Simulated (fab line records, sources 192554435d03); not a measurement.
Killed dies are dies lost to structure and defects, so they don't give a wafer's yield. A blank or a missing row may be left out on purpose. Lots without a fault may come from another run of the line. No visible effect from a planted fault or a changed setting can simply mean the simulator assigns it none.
One fault seen from 2 desks :: flow n5Finfet :: each desk holds nothing but its own numbers, with what lay behind them at the end

THE METROLOGY DESK
What the gauges read, lot by lot, whatever tool the lot ran on: means of the sampled wafers that have a number. If a lot's mean is further than 4 standard deviations from the usual mean, the lot is out of limits and carries the mark OUT (the distance appears in the brackets). It has 10 readings; the 7 that lie furthest out on some lot are the ones shown.
Columns: A = DIBL_N at N5_BEOL_M4_RC_MEAS_101, usual 36.4 mV/V; B = DIBL_P at N5_BEOL_M4_RC_MEAS_101, usual 36.4 mV/V; C = IOFF_N at N5_BEOL_M4_RC_MEAS_101, usual 0.16 nA/um; D = IOFF_P at N5_BEOL_M4_RC_MEAS_101, usual 0.21 nA/um; E = ION_N at N5_BEOL_M4_RC_MEAS_101, usual 680 uA/um; F = SS_N at N5_BEOL_M4_RC_MEAS_101, usual 71.5 mV/dec; G = VT_N at N5_BEOL_M4_RC_MEAS_101, usual 249 mV
lot: L149
first seen here: day 8 13:37
A: 36.4
B: 37.9
C: 0.18
D: 0.25
E: 688
F: 71.5
G: 248

lot: L151
first seen here: day 9 21:58
A: 35.4
B: 37.2
C: 0.16
D: 0.19
E: 673
F: 71.7
G: 250

lot: L153
first seen here: day 9 22:27
A: 35.5
B: 34.5
C: 0.14
D: 0.21
E: 681
F: 71.6
G: 252

lot: L154
first seen here: day 10 00:14
A: 35.3
B: 36.3
C: 0.17
D: 0.21
E: 678
F: 71.7
G: 248

lot: L156
first seen here: day 10 02:14
A: 38.3
B: 39.3
C: 0.19
D: 0.24
E: 693
F: 71.9
G: 248

lot: L159
first seen here: day 11 07:11
A: 35.8
B: 34.6
C: 0.15
D: 0.19
E: 679
F: 71.3
G: 248

lot: L168
first seen here: day 13 05:23
A: 39.6
B: 40.3
C: 0.25
D: 0.28
E: 702
F: 72.4
G: 242

lot: L166
first seen here: day 13 08:45
A: 37.9
B: 35.8
C: 0.19
D: 0.23
E: 685
F: 71.6
G: 248

lot: L167
first seen here: day 13 14:23
A: 35.8
B: 36.8
C: 0.18
D: 0.20
E: 685
F: 71.6
G: 246

lot: L170
first seen here: day 13 21:46
A: 36.4
B: 36.4
C: 0.16
D: 0.23
E: 678
F: 71.7
G: 249
This desk's finding: nothing out of limits on any of the 10 lots.

FOR THE TOOL OWNER'S DESK: cvdCo-02
The tool's own readings at N5_BEOL_M4_CO_CAP_55 (material Co, precursor CCTBA/H2, target thk 2 nm, time 102.1 s): means of the sampled wafers that have a number, for each lot that ran on this tool. If a lot's mean is further than 4 standard deviations from the usual mean, the lot is out of limits and carries the mark OUT (the distance appears in the brackets).
Columns: A = heaterPowerW at N5_BEOL_M4_CO_CAP_55, usual 233 W; B = runLengthS at N5_BEOL_M4_CO_CAP_55, usual 125.1 s
lot: L151
first seen here: day 9 21:43
A: 237
B: 124.8

lot: L153
first seen here: day 9 22:04
A: 232
B: 124.4

lot: L154
first seen here: day 9 23:59
A: 231
B: 124.7

lot: L156
first seen here: day 10 02:00
A: 231
B: 96.3 (-59) OUT

lot: L159
first seen here: day 11 06:39
A: 237
B: 96.1 (-59) OUT

lot: L170
first seen here: day 13 21:14
A: 234
B: 124.6
This desk's verdict: out of limits on L156, L159, starting with L156 at day 10 02:00 (runLengthS at N5_BEOL_M4_CO_CAP_55). L151, L153, L154, L170 stayed within limits.

TAKEN TOGETHER
At day 10 02:00, on L156, L159, the tool owner's desk was in a position to raise an alarm.
Nothing out of limits was seen by the metrology desk.
The metrology desk holds a record of L156, L159, inside its limits.
On cvdCo-02, each named lot ran N5_BEOL_M4_CO_CAP_55.

WHAT HAD BEEN PUT IN BY THE SIMULATOR
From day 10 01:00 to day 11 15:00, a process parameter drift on cvdCo-02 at N5_BEOL_M4_CO_CAP_55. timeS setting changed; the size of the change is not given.
Lots struck among those shown: L156, L159.
Hours from the fault's start to each desk's first reading out of limits: the tool owner's desk, 1.
